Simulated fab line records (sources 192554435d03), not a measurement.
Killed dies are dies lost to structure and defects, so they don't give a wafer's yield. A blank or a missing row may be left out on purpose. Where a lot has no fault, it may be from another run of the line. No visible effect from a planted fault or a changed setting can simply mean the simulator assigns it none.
Lot-split experiment -- flow n5-finfet -- on a route of 1938 steps: 7 lots, 21 wafers read

## ABOUT THE SPLIT
At N5_MOL_CONTACT_COAG_EXPOSE_05 (exposes mask CA, defocus 0 nm), the setting dose-mj was moved away from the recipe's 38.25 on 4 of the 21 wafers read, by -4.8% to +2.5%. All remaining wafers had this setting at the recipe value.

## FROM THE SPLIT TO THE READING: what the file shows between them, 4 steps
- N5_MOL_CONTACT_COAG_PEB_06: peb time 60 s
- N5_MOL_CONTACT_COAG_DEVELOP_07: develop time 30 s
- N5_MOL_CONTACT_COAG_DESCUM_13: chemistry O2, time 7 s
- N5_MOL_CONTACT_COAG_ETCH_59: etches underlayer in N2/H2, target depth 13 nm, time 10.4 s

## THE READING
MOL_CONTACT_COAG.cd-offset-nm (the simulator's own value, which no gauge read), in nm, at N5_MOL_CONTACT_COAG_ETCH_105 (etches SiARC in CF4, target depth 15.6 nm, time 26 s). There is no usual value for it anywhere in the file. Average 0.2 nm, standard deviation 0.14 nm, over the 17 wafers here run with the recipe.

wafer,"tool, chamber at the split",dose-mj as run,against the recipe,"MOL_CONTACT_COAG.cd-offset-nm, nm",against lot-mates on the recipe
L074.1,"euv-scanner-01, 0",38.25,recipe,0.2,-
L074.4,"euv-scanner-01, 0",38.25,recipe,0.2,-
L074.5,"euv-scanner-01, 0",38.25,recipe,0.2,-
L079.3,"euv-scanner-02, 0",38.25,recipe,0.4,-
L079.4,"euv-scanner-02, 0",38.25,recipe,0,-
L079.5,"euv-scanner-02, 0",36.41,-4.8%,-1,-1.2
L080.1,"euv-scanner-01, 0",38.25,recipe,0,-
L080.5,"euv-scanner-01, 0",38.25,recipe,0,-
L080.3,"euv-scanner-01, 0",38.25,recipe,0.2,-
L082.2,"euv-scanner-02, 0",36.99,-3.3%,-0.4,-0.6
L082.4,"euv-scanner-02, 0",38.25,recipe,0.2,-
L082.6,"euv-scanner-02, 0",36.99,-3.3%,-0.6,-0.8
L083.2,"euv-scanner-01, 0",38.25,recipe,0.4,-
L083.4,"euv-scanner-01, 0",38.25,recipe,0.4,-
L083.6,"euv-scanner-01, 0",39.21,+2.5%,0.8,+0.4
L088.2,"euv-scanner-01, 0",38.25,recipe,0.2,-
L088.3,"euv-scanner-01, 0",38.25,recipe,0.2,-
L088.4,"euv-scanner-01, 0",38.25,recipe,0.2,-
L095.2,"euv-scanner-02, 0",38.25,recipe,0.4,-
L095.6,"euv-scanner-02, 0",38.25,recipe,0.4,-
L095.3,"euv-scanner-02, 0",38.25,recipe,0.2,-

THE FIT
A straight line over all 21 wafers: MOL_CONTACT_COAG.cd-offset-nm changes by +0.237 nm for each +1% of dose-mj; r = +0.94; the points scatter about the line by 0.13 nm.
The same after taking each lot's own level away (the mean of its wafers on the recipe; 21 wafers): +0.221 nm for each +1%; r = +0.96; scatter 0.1 nm.
On that fit, the largest move of dose-mj shifts the reading by 1.1 nm.
The lots' own levels span 0.07 to 0.40 nm, that is 2.5 times the standard deviation above.
So the lot-to-lot level changes the slope little: the two slopes agree.
Check: -0.968 nm against its lot-mates is what the line predicts for one of the wafers moved furthest among these (-4.8%) when that wafer is left out of the fit. It came out at -1.2 nm against them.

## THE OTHER SPLITS THESE WAFERS WENT THROUGH
Other splits were also applied to these wafers ahead of the reading. Each is held against what the fit with the lots' levels taken away leaves over:
other split on the same wafers,wafers away from the commonest value,r with MOL_CONTACT_COAG.cd-offset-nm (lot level and that fit taken away)
N5_GATE_CUT_DESCUM_18 time-s,11,-0.01

## THE WHOLE CHAIN: every reading that the file lists as answering this split, in the file's order
step,what it does,reading,change (the file's fit),r (the file's)
N5_MOL_CONTACT_COAG_ETCH_59,"etches underlayer in N2/H2, target depth 13 nm, time 10.4 s","MOL_CONTACT_COAG.cd-offset-nm (the simulator's own value, which no gauge read)",+0.238 nm for each +1% of the setting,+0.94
N5_MOL_CONTACT_COAG_ETCH_105,"etches SiARC in CF4, target depth 15.6 nm, time 26 s","MOL_CONTACT_COAG.cd-offset-nm (the simulator's own value, which no gauge read)",+0.225 nm for each +1% of the setting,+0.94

## FILE'S OWN FIT
MOL_CONTACT_COAG.cd-offset-nm changes by +0.225 nm for each +1% of dose-mj, r = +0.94.
